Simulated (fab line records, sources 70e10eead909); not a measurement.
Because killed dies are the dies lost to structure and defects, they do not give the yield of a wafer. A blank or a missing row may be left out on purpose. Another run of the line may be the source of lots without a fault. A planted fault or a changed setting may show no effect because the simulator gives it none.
A lot that was struck, set against a sound lot | flow nandHarc | 41 steps out of a route of 1302
Sound: these wafers, L702.1, L702.5, L702.6. The struck wafers were L706.2, L706.3, L706.6. The cause is given at the end.
Each step with rows lists, per side, the tool, then ch with its chambers, then its first start. Under that, the readings that differ: sound wafers | struck wafers | difference of the means | sigmas: that difference in standard deviations of wafers without a fault.
alike: readings with means less than 2 such deviations apart, plus words and numbers identical on both sides. not compared: withheld readings, readings lacking a value on some wafer, bounds such as >300 that could conceal the same value, and numbers that have no deviation in the record and whose values overlap.
Wherever a step has rows on one side only, a row that says differs or no value, or a row with sigmas, the two part there. When numbers do not overlap yet have no deviation, they are printed without sigmas and do not part them. A reading missing from all wafers of one side parts the sides only when that side holds two or more wafers.

NHARC_A_CHANNEL_FILL_D1_ALD_02: deposits SiO2, target thk 6 nm, pulse time 10 s, ald cycles 60.
  sound on aldHk-02 ch 0,3, day 9 13:59; struck on aldHk-02 ch 0,3, day 11 16:35
  alike: heaterPowerW, precursorPulseHeightRel
NHARC_A_CHANNEL_FILL_D1_ALD_03: deposits SiNx, target thk 6 nm, pulse time 60 s, ald cycles 58.
  sound on aldSinBatch-03 ch 0; struck on aldSinBatch-02 ch 0
  alike: precursorPulseHeightRel
NHARC_A_CHANNEL_FILL_D1_ALD_14: deposits SiO2, target thk 2.5 nm, pulse time 10 s, ald cycles 25.
  sound on aldHk-02 ch 0,1,2, day 9 20:15; struck on aldHk-03 ch 2,3, day 11 23:35
  alike: heaterPowerW, precursorPulseHeightRel
then, 5 steps without rows for these wafers: NHARC_A_CHANNEL_FILL_D1_ALD_15 (deposits SiNx, target thk 2 nm, pulse time 60 s, ald cycles 19); NHARC_A_CHANNEL_FILL_D1_ALD_16 (deposits SiO2, target thk 1.5 nm, pulse time 10 s, ald cycles 15); NHARC_A_CHANNEL_FILL_D1_ANNEAL_17 (time 1800 s); NHARC_A_CHANNEL_FILL_D1_CVD_18 (deposits poly-Si, target thk 3 nm); NHARC_A_CHANNEL_FILL_D1_ETCHBACK_19 (etches the open film in HBr/Cl2, target depth 5 nm, time 1.7 s).
NHARC_A_CHANNEL_FILL_D1_ETCHBACK_20: etches the open film in C4F8/O2/Ar, target depth 27 nm, time 13.5 s.
  sound on rieDiel-05 ch 2,3, day 10 13:11; struck on rieDiel-01 ch 1,3, day 12 17:15
reading             | sound          | struck         | difference | sigmas
oesProductAu (a.u.) | 0.92 0.92 0.92 | 0.99 1.01 0.99 | +0.08      | +2
  alike: rfFwdPowerW, rfVppV
  not compared: rfHoursCounterH
then, 3 steps without rows for these wafers: NHARC_A_CHANNEL_FILL_D1_STRIP_28 (strips in O2, time 20 s); NHARC_A_CHANNEL_FILL_D1_PRECLEAN_21 (cleans in dHF, time 30 s); NHARC_A_CHANNEL_FILL_D1_SRD_23.
NHARC_A_CHANNEL_FILL_D1_CVD_05: deposits poly-Si, target thk 5 nm.
  sound on lpcvdPoly-01 ch 0, day 10 16:07; struck on lpcvdPoly-01 ch 0, day 12 19:44
reading            | sound             | struck            | difference | sigmas
spikeTcBottomC (C) | 570.9 569.5 570.7 | 588.1 589.4 589.6 | +18.7      | +7
spikeTcCentreC (C) | 550.6 552.3 552.6 | 570.5 572.9 571.6 | +19.8      | +18
spikeTcLowerC (C)  | 552.3 551.3 552.3 | 571.2 572.3 573.1 | +20.2      | +17
spikeTcTopC (C)    | 567 567 568       | 589 587 589       | +21        | +6
spikeTcUpperC (C)  | 548.4 548.9 549.6 | 571.1 570.5 568.6 | +21.1      | +19
then, 1 step without rows for these wafers: NHARC_A_CHANNEL_FILL_D1_ANNEAL_22 (time 7200 s).
NHARC_A_CHANNEL_FILL_D1_ALD_25: deposits SiOx, target thk 60 nm, pulse time 10 s, ald cycles 600.
  sound on aldHk-02 ch 2,3, day 11 02:01; struck on aldHk-02 ch 0,1,3, day 13 09:16
reading | sound | struck                                                                  | difference                   | sigmas
hold    | - - - | awaitDispo/1.5h/release awaitDispo/1.5h/release awaitDispo/1.5h/release | no value on the sound wafers | 
  alike: heaterPowerW, precursorPulseHeightRel
then, 7 steps without rows for these wafers: NHARC_A_CHANNEL_FILL_D1_ETCHBACK_08 (etches the open film in C4F8, target depth 220 nm, time 110 s); NHARC_A_CHANNEL_FILL_D1_STRIP_29 (strips in O2, time 20 s); NHARC_A_CHANNEL_FILL_D1_PRECLEAN_30 (cleans in dHF, time 30 s); NHARC_A_CHANNEL_FILL_D1_SRD_31; NHARC_A_CHANNEL_FILL_D1_CVD_09 (deposits poly-Si, target thk 150 nm, time 3000 s); NHARC_A_CHANNEL_FILL_D1_CMP_10 (polishes, target thk 150 nm); NHARC_A_CHANNEL_FILL_D1_SRD_12.
NHARC_A_CHANNEL_FILL_D1_INSPECT_13:
  sound on defectInspect-02, day 11 13:10; struck on defectInspect-01, day 13 19:29
  alike: rawDefectCount
then, 10 steps without rows for these wafers: NHARC_A_DECK1_JOINT_ETCHBACK_07 (etches the open film in HBr, target depth 105 nm, time 26.9 s); NHARC_A_DECK1_JOINT_ETCH_25 (etches SiO2 in dHF, target depth 0.5 nm); NHARC_A_DECK1_JOINT_ETCH_19 (etches poly-Si in TMAH, target depth 3 nm); NHARC_A_DECK1_JOINT_ETCH_18 (etches SiO2 in dHF, target depth 3 nm); NHARC_A_DECK1_JOINT_WET_08 (chemistry H3PO4, time 86 s); NHARC_A_DECK1_JOINT_ETCH_09 (etches SiO2 in dHF, target depth 5 nm); NHARC_A_DECK1_JOINT_WET_10 (chemistry H3PO4, time 86 s); NHARC_A_DECK1_JOINT_ETCH_11 (etches SiO2 in dHF, target depth 35 nm); NHARC_A_DECK1_JOINT_CVD_12 (deposits poly-Si, target thk 90 nm, time 1800 s); NHARC_A_DECK1_JOINT_CMP_13 (polishes, target thk 51.023 nm).
NHARC_A_DECK1_JOINT_THK_MEAS_14: measures by ellipsometry.
  sound on filmMetro-02, day 12 07:35; struck on filmMetro-02, day 14 08:07
  alike: thkNm
then, 5 steps without rows for these wafers: NHARC_A_DECK1_JOINT_SRD_04; NHARC_A_DECK1_JOINT_ETCHBACK_00 (etches the open film in HBr, target depth 30 nm, time 17.4 s); NHARC_A_DECK1_JOINT_PRECLEAN_30 (cleans in SC1); NHARC_A_DECK1_JOINT_SRD_31; NHARC_A_DECK1_JOINT_CVD_34 (deposits SiNx, target thk 20 nm).
-- the record jumps here: 13 days lie between the struck wafers' starts before and after (it left off in module A_DECK1_JOINT and takes up again in module END, whose first step shown is number 1301 of the route) --
NHARC_END_WLT_00:
  sound on prober-02, day 24 22:13; struck on prober-01, day 27 13:53
reading                           | sound             | struck            | difference | sigmas
VT_DECK1_BOTTOM                   | 0.878 0.876 0.873 | 0.993 0.993 0.987 | +0.115     | +19
VT_DECK1_BOTTOM_INNER             | 0.871 0.875 0.874 | 0.988 0.997 1.008 | +0.124     | +19
VT_DECK1_MEDIAN_NEAR_BOTTOM       | 0.879 0.871 0.870 | 0.996 0.997 1.000 | +0.124     | +19
VT_DECK1_MEDIAN_NEAR_BOTTOM_INNER | 0.879 0.873 0.869 | 0.990 0.994 0.995 | +0.119     | +20
VT_DECK1_MIDDLE                   | 0.881 0.890 0.887 | 1.016 1.013 1.019 | +0.130     | +22
VT_DECK1_MIDDLE_INNER             | 0.887 0.884 0.890 | 1.014 1.024 1.017 | +0.131     | +20
VT_DECK1_TOP                      | 0.895 0.898 0.898 | 1.042 1.036 1.043 | +0.143     | +21
VT_DECK1_TOP_INNER                | 0.895 0.894 0.897 | 1.039 1.037 1.040 | +0.143     | +22
  alike: VT_DECK2_BOTTOM, VT_DECK2_BOTTOM_INNER, VT_DECK2_MEDIAN_NEAR_BOTTOM, VT_DECK2_MEDIAN_NEAR_BOTTOM_INNER, VT_DECK2_MIDDLE, VT_DECK2_MIDDLE_INNER, VT_DECK2_TOP, VT_DECK2_TOP_INNER
  not compared: hold
NHARC_END_SORT_01:
  sound on prober-02 ch 0, day 25 01:09; struck on prober-01 ch 0, day 27 19:32
reading       | sound    | struck                                                                  | difference                   | sigmas
hold          | - - -    | awaitDispo/2.4h/release awaitDispo/2.4h/release awaitDispo/2.4h/release | no value on the sound wafers | 
killedAtArray | 48 39 45 | 97 78 82                                                                | +42                          | +2
killedDies    | 50 44 49 | 104 81 88                                                               | +43                          | +2
  alike: killedAtOther, killedAtPeriphery, killedOpen, killedShort

## WHERE THEY PART
Earliest at NHARC_A_CHANNEL_FILL_D1_ETCHBACK_20; latest, in this record, at NHARC_END_SORT_01.

WHY: what had been put in by the simulator
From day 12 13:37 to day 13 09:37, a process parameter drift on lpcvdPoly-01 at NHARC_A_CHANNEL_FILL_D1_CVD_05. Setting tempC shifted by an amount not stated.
